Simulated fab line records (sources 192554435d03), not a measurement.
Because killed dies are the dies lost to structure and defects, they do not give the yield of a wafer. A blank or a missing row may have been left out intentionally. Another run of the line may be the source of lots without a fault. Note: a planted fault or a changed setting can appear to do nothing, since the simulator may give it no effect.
fab line records | flow n5Finfet | part 2 of 2: steps 19 to 29 of 29
record: lots: 5 | wafers: 15 | lastDay: 16
route steps=1938 shown SDB@360 DUMMY_REMOVAL@377 HKMG_FIN@385
lots untouched by any fault: they come from a run of this same line in which no faults occurred
startH: hours from the record's first day to the start of the lot's first wafer shown | waitH: hours from the lot's prior step to this one | " identical to the entry in the row above | L1.1+2: a single row standing in for several wafers | - no value present, or no start provided | * or withheld: withheld | < > ~ a bound
route shown NAME@n: a module of which the file shows steps, and the number in the route of the first | usual: mean/standard deviation of fault-free wafers | same: alike in all rows | chamber/n: place in a boat | sites: the reading at each site | _std_site: standard deviation of those values | _edge_site: the outer-site mean with the inner-site mean subtracted | radiusMm: how far each site lies from the wafer's centre | mask NAME#n: copy n | behind: the most recent tool/chamber to have shaped the wafer | hold: why the lot went on hold/how many hours it stayed there/how the hold came to an end | device: the transistor (n, p or np) that didn't switch | end of line: the route-end tests of the same wafers | step lacking rows: just its recipe | killed: not the wafer's yield, but the dies lost to structure and defects at the first sort | map: per-die view of a wafer (x killed, . not killed, _ where there is no die)
set.NAME: setting as actually run; set.NAME@STEP: the setting as run at that earlier step | model.NAME: the simulator's own value behind a step, which no gauge read
certain route steps with their lots: each step a table, each wafer a row
services: from which hour (startH, from the record's first day; less than 0 if before it) a tool's chamber was out of use, for how many hours, and why
== steps ==
step: N5_DUMMY_REMOVAL_STRIP_10
recipe: chemistry: N2/H2 | timeS: 40 | powerW: 100 | tempC: 40 | pressureMtorr: 100 | rfFrequencyHz: 6e+07 | biasPowerW: 3 | n2FlowSccm: 300 | h2FlowSccm: 300
usual: drypumpMotorCurrentA: 5.7/0.46 | oesProductAu: 0.82/0.083 | rfVppV: 45.5/0.92 | showerheadPlenumPTorr: 3.41/0.13 | throttleValvePct: 12.17/0.18
lot.wafer | tool       | chamber | startH | waitH | drypumpMotorCurrentA | oesProductAu | rfHoursCounterH | rfVppV | showerheadPlenumPTorr | throttleValvePct
L077.1    | rieDiel-05 | 1       | 88.94  | 0.0   | 5.3                  | 0.92         | 26              | 47.2   | 3.58                  | 11.82
L077.2    | "          | 2       | "      | "     | 5.4                  | 0.91         | 40              | 46.7   | 3.58                  | 12.06
L077.4    | "          | 3       | "      | "     | 5.4                  | 0.72         | 201             | 45.8   | 3.35                  | 12.20
L081.4    | rieDiel-03 | 3       | 113.44 | 0.0   | 6.1                  | 0.66         | -               | 44.0   | 3.18                  | 12.90
L081.5    | "          | 0       | "      | "     | 5.4                  | 0.78         | -               | 44.8   | 3.39                  | 12.26
L081.6    | "          | 2       | "      | "     | 6.2                  | 0.87         | -               | 43.8   | 3.43                  | 11.86
L083.1    | rieDiel-05 | 1       | 132.32 | 0.0   | 5.4                  | 0.89         | 40              | 44.9   | 3.58                  | 11.87
L083.3    | "          | 0       | "      | "     | 6.3                  | 0.91         | 33              | 44.3   | 3.31                  | 12.31
L083.4    | "          | 2       | "      | "     | 5.5                  | 0.88         | 53              | 44.5   | 3.57                  | 12.13
L087.2    | rieDiel-05 | 3       | 148.57 | 0.0   | 5.3                  | 0.71         | 220             | 47.3   | 3.34                  | 12.24
L087.3    | "          | 1       | "      | "     | 5.3                  | 0.89         | 45              | 45.0   | 3.57                  | 11.87
L087.6    | "          | 2       | "      | "     | 5.5                  | 0.87         | -               | 46.3   | 3.56                  | 12.14
L095.4    | rieDiel-05 | 3       | 197.12 | 0.0   | 5.3                  | 0.70         | 236             | 44.8   | 3.33                  | 12.26
L095.5    | "          | 3       | "      | "     | 5.4                  | 0.70         | -               | 44.9   | 3.33                  | 12.27
L095.6    | "          | 2       | "      | "     | 5.4                  | 0.86         | -               | 47.8   | 3.56                  | 12.18
step: N5_DUMMY_REMOVAL_PRECLEAN_07
recipe: chemistry: dHF | timeS: 30 | tempC: 25 | dilution: withheld
lot.wafer  | tool        | chamber | startH | waitH
L077.1+2+4 | wetBench-02 | 5,3,4   | 89.03  | 0.1
L081.4+5+6 | wetBench-03 | 2,5,6   | 113.50 | 0.0
L083.1+3+4 | wetBench-02 | 7,2,6   | 132.41 | 0.1
L087.2+3+6 | wetBench-03 | 2,1,7   | 148.67 | 0.1
L095.4+5+6 | wetBench-02 | 0,4,7   | 197.21 | 0.1
step: N5_DUMMY_REMOVAL_DUMMY_REMOVE_02
recipe: chemistry: TMAH | tempC: 70 | target: poly-Si | stopOn: SiO2 | targetDepthNm: 142 | concWtPct: 5 | timeS: 57 | dry: ipaMarangoni | rinseTimeS: 30 | rinseTempC: 23
lot.wafer  | tool        | chamber | startH | waitH
L077.1+2+4 | wetBench-02 | 5,3,4   | 89.04  | 0.0
L081.4+5+6 | wetBench-03 | 2,5,6   | 113.51 | 0.0
L083.1+3+4 | wetBench-02 | 7,2,6   | 132.42 | 0.0
L087.2+3+6 | wetBench-03 | 2,1,7   | 148.68 | 0.0
L095.4+5+6 | wetBench-02 | 0,4,7   | 197.22 | 0.0
step: N5_DUMMY_REMOVAL_INSPECT_06
recipe: inspectInstrument: brightfield | mode: aei
usual: rawDefectCount: 11/5.4
lot.wafer | tool             | chamber | startH | waitH | rawDefectCount
L077.1    | defectInspect-01 | -       | 89.10  | 0.0   | 7
L077.2    | "                | -       | "      | "     | 12
L077.4    | "                | -       | "      | "     | 6
L081.4    | defectInspect-02 | -       | 113.58 | 0.0   | 10
L081.5    | "                | -       | "      | "     | 8
L081.6    | "                | -       | "      | "     | 13
L083.1    | defectInspect-01 | -       | 132.48 | 0.0   | 8
L083.3    | "                | -       | "      | "     | 11
L083.4    | "                | -       | "      | "     | 12
L087.2    | defectInspect-02 | -       | 148.74 | 0.0   | 13
L087.3    | "                | -       | "      | "     | 16
L087.6    | "                | -       | "      | "     | 13
L095.4    | defectInspect-01 | -       | 197.28 | 0.0   | 6
L095.5    | "                | -       | "      | "     | 10
L095.6    | "                | -       | "      | "     | 11
step: N5_DUMMY_REMOVAL_PRECLEAN_08
recipe: chemistry: NF3:NH3 | afsCycles: 2 | tempC: 30 | timeS: 20 | sublimationTempC: 180 | sublimationTimeS: 60 | pressureTorr: 3 | rfPowerW: 30
usual: sublimationTempC: 180.00/0.14
lot.wafer | tool            | chamber | startH | waitH | sublimationTempC
L077.1    | remotePlasma-01 | 0       | 89.13  | 0.0   | 180.03
L077.2    | "               | 0       | "      | "     | 179.87
L077.4    | "               | 0       | "      | "     | 180.02
L081.4    | remotePlasma-01 | 1       | 113.70 | 0.1   | 180.09
L081.5    | "               | 1       | "      | "     | 180.09
L081.6    | "               | 1       | "      | "     | 180.03
L083.1    | remotePlasma-02 | 1       | 132.52 | 0.0   | 179.91
L083.3    | "               | 1       | "      | "     | 179.73
L083.4    | "               | 1       | "      | "     | 179.71
L087.2    | remotePlasma-01 | 1       | 148.96 | 0.2   | 179.89
L087.3    | "               | 1       | "      | "     | 179.97
L087.6    | "               | 1       | "      | "     | 180.03
L095.4    | remotePlasma-02 | 0       | 197.41 | 0.1   | 179.90
L095.5    | "               | 0       | "      | "     | 179.98
L095.6    | "               | 0       | "      | "     | 180.13
step: N5_DUMMY_REMOVAL_PRECLEAN_04
recipe: chemistry: DHF | timeS: 37 | tempC: 25 | dilution: 500:1
lot.wafer  | tool        | chamber | startH | waitH
L077.1+2+4 | wetBench-03 | 7,0,3   | 89.34  | 0.2
L081.4+5+6 | wetBench-05 | 6,7,3   | 113.82 | 0.1
L083.1+3+4 | wetBench-02 | 1,0,3   | 132.73 | 0.2
L087.2+3+6 | wetBench-02 | 2,1,6   | 149.15 | 0.2
L095.4+5+6 | wetBench-05 | 7,0,2   | 197.53 | 0.1
step: N5_DUMMY_REMOVAL_SRD_05
recipe: dry: ipaMarangoni | doPpb: 5 | timeS: 30 | tempC: 23 | rinseLiquid: diw
lot.wafer  | tool        | chamber | startH | waitH
L077.1+2+4 | wetBench-03 | 7,0,3   | 89.36  | 0.0
L081.4+5+6 | wetBench-05 | 6,7,3   | 113.84 | 0.0
L083.1+3+4 | wetBench-02 | 1,0,3   | 132.74 | 0.0
L087.2+3+6 | wetBench-02 | 2,1,6   | 149.16 | 0.0
L095.4+5+6 | wetBench-05 | 7,0,2   | 197.54 | 0.0
step: N5_HKMG_FIN_IL_REGROW_00
recipe: material: SiO2 | targetThkA: 7.5 | chemistry: O3 | tempC: withheld | timeS: 30
lot.wafer  | tool     | chamber | startH | waitH
L077.1+2+4 | aldHk-01 | 2,1,0   | 89.40  | 0.0
L081.4+5+6 | aldHk-03 | 1,3,2   | 113.88 | 0.0
L083.1+3+4 | aldHk-02 | 3,0,1   | 132.79 | 0.0
L087.2+3+6 | aldHk-01 | 0,2,0   | 149.21 | 0.0
L095.4+5+6 | aldHk-03 | 0,3,2   | 197.59 | 0.0
step: N5_HKMG_FIN_HK_ALD_01
recipe: material: HfO2 | targetThkA: 16 | tempC: withheld | aldPrecursorFamily: HfCl4 | aldCoReactant: H2O | pulseTimeS: 3 | purgeTimeS: 3 | coReactantPurgeTimeS: 2.5 | coReactantPulseTimeS: 0.3 | aldCycles: 30
usual: precursorPulseHeightRel: 1.000/0.019
same: coReactantPulseTimeS: 0.3 | coReactantPurgeTimeS: 2.5
lot.wafer | tool     | chamber | startH | waitH | precursorPulseHeightRel
L077.1    | aldHk-01 | 2       | 89.45  | 0.0   | 1.023
L077.2    | "        | 1       | "      | "     | 0.979
L077.4    | "        | 0       | "      | "     | 0.986
L081.4    | aldHk-03 | 1       | 113.93 | 0.0   | 1.005
L081.5    | "        | 3       | "      | "     | 1.000
L081.6    | "        | 2       | "      | "     | 0.987
L083.1    | aldHk-02 | 3       | 132.84 | 0.0   | 1.007
L083.3    | "        | 0       | "      | "     | 1.029
L083.4    | "        | 1       | "      | "     | 1.012
L087.2    | aldHk-01 | 0       | 149.26 | 0.0   | 1.004
L087.3    | "        | 2       | "      | "     | 1.002
L087.6    | "        | 0       | "      | "     | 1.002
L095.4    | aldHk-03 | 0       | 197.64 | 0.0   | 1.003
L095.5    | "        | 3       | "      | "     | 0.996
L095.6    | "        | 2       | "      | "     | 1.009
step: N5_HKMG_FIN_HK_ANNEAL_02
recipe: tempC: 700 | timeS: 30 | ambient: N2 | idleTempC: 600 | rampUpCPerS: 150 | rampDownCPerS: 60 | coolToC: 600
usual: lampPowerPct: 8.81/0.054 | wafer_temp_C_max: 702.9/0.62
lot.wafer | tool         | chamber | startH | waitH | lampPowerPct | wafer_temp_C_max
L077.1    | rtpAnneal-01 | 0       | 89.70  | 0.2   | 8.82         | 704.5
L077.2    | "            | 0       | "      | "     | 8.86         | 701.8
L077.4    | "            | 0       | "      | "     | 8.76         | 702.9
L081.4    | rtpAnneal-01 | 0       | 114.33 | 0.3   | 8.81         | 702.9
L081.5    | "            | 0       | "      | "     | 8.84         | 701.8
L081.6    | "            | 0       | "      | "     | 8.88         | 703.1
L083.1    | rtpAnneal-02 | 0       | 133.02 | 0.1   | 8.86         | 703.4
L083.3    | "            | 0       | "      | "     | 8.82         | 702.4
L083.4    | "            | 0       | "      | "     | 8.80         | 701.9
L087.2    | rtpAnneal-02 | 0       | 149.48 | 0.1   | 8.74         | 703.5
L087.3    | "            | 0       | "      | "     | 8.72         | 702.9
L087.6    | "            | 0       | "      | "     | 8.77         | 701.9
L095.4    | rtpAnneal-02 | 0       | 197.91 | 0.2   | 8.92         | 703.4
L095.5    | "            | 0       | "      | "     | 8.93         | 703.2
L095.6    | "            | 0       | "      | "     | 8.82         | 702.7
step: N5_HKMG_FIN_ALD_74
recipe: material: La2O3 | targetThkA: 5 | tempC: 250 | aldPrecursorFamily: La-Cp | aldCoReactant: O3 | pulseTimeS: 6 | coReactantPulseTimeS: 1 | purgeTimeS: 3 | coReactantPurgeTimeS: 3
usual: heaterPowerW: 340/35 | precursorPulseHeightRel: 0.998/0.02
same: coReactantPulseTimeS: 1 | coReactantPurgeTimeS: 3
lot.wafer | tool     | chamber | startH | waitH | heaterPowerW | precursorPulseHeightRel
L077.1    | aldHk-03 | 2       | 89.92  | 0.2   | 377          | 0.990
L077.2    | "        | 1       | "      | "     | 395          | 0.997
L077.4    | "        | 3       | "      | "     | 320          | 1.027
L081.4    | aldHk-02 | 0       | 114.47 | 0.1   | 315          | 0.990
L081.5    | "        | 1       | "      | "     | 328          | 1.039
L081.6    | "        | 2       | "      | "     | 377          | 0.988
L083.1    | aldHk-01 | 0       | 133.24 | 0.2   | 316          | 1.002
L083.3    | "        | 2       | "      | "     | 340          | 0.999
L083.4    | "        | 1       | "      | "     | 284          | 0.994
L087.2    | aldHk-03 | 1       | 149.66 | 0.2   | 384          | 0.969
L087.3    | "        | 0       | "      | "     | 349          | 1.013
L087.6    | "        | 0       | "      | "     | 346          | 1.032
L095.4    | aldHk-01 | 1       | 198.04 | 0.1   | 282          | 0.970
L095.5    | "        | 3       | "      | "     | 413          | 0.966
L095.6    | "        | 0       | "      | "     | 317          | 0.980
== services ==
tool            | chamber | startH | hours | kind
cmp-04          | -       | 64.33  | 2.2   | repair
rieDiel-01      | 1       | 64.71  | 3.8   | repair
rieDiel-03      | 3       | 69.26  | 7.2   | repair
cmp-04          | -       | 76.62  | 3.1   | repair
wetBench-03     | -       | 80.09  | 1.6   | repair
rieDiel-05      | 2       | 91.74  | 2.1   | repair
rieSi-06        | 0       | 98.38  | 8.0   | repair
cmp-02          | -       | 117.19 | 3.8   | repair
aldHk-03        | -       | 132.21 | 1.3   | repair
rieDiel-06      | -       | 152.14 | 4.3   | pm
rieSi-04        | 1       | 152.54 | 3.5   | repair
rieDiel-02      | -       | 161.27 | 0.4   | repair
remotePlasma-01 | -       | 163.10 | 0.2   | repair
rieDiel-03      | 2       | 166.17 | 6.7   | repair
cmp-02          | -       | 172.36 | 4.9   | pm
rieSi-04        | -       | 174.57 | 2.8   | pm
rieSi-04        | 3       | 177.80 | 7.4   | repair
aldSin-02       | -       | 178.08 | 14.0  | pm
wetBench-03     | -       | 185.08 | 5.5   | repair
rieDiel-01      | 2       | 185.30 | 17.7  | repair
cmp-02          | -       | 194.36 | 2.7   | repair
cmp-04          | -       | 194.47 | 1.4   | repair
rieDiel-02      | 1       | 195.81 | 5.5   | repair
rieDiel-02      | 3       | 198.03 | 6.0   | repair
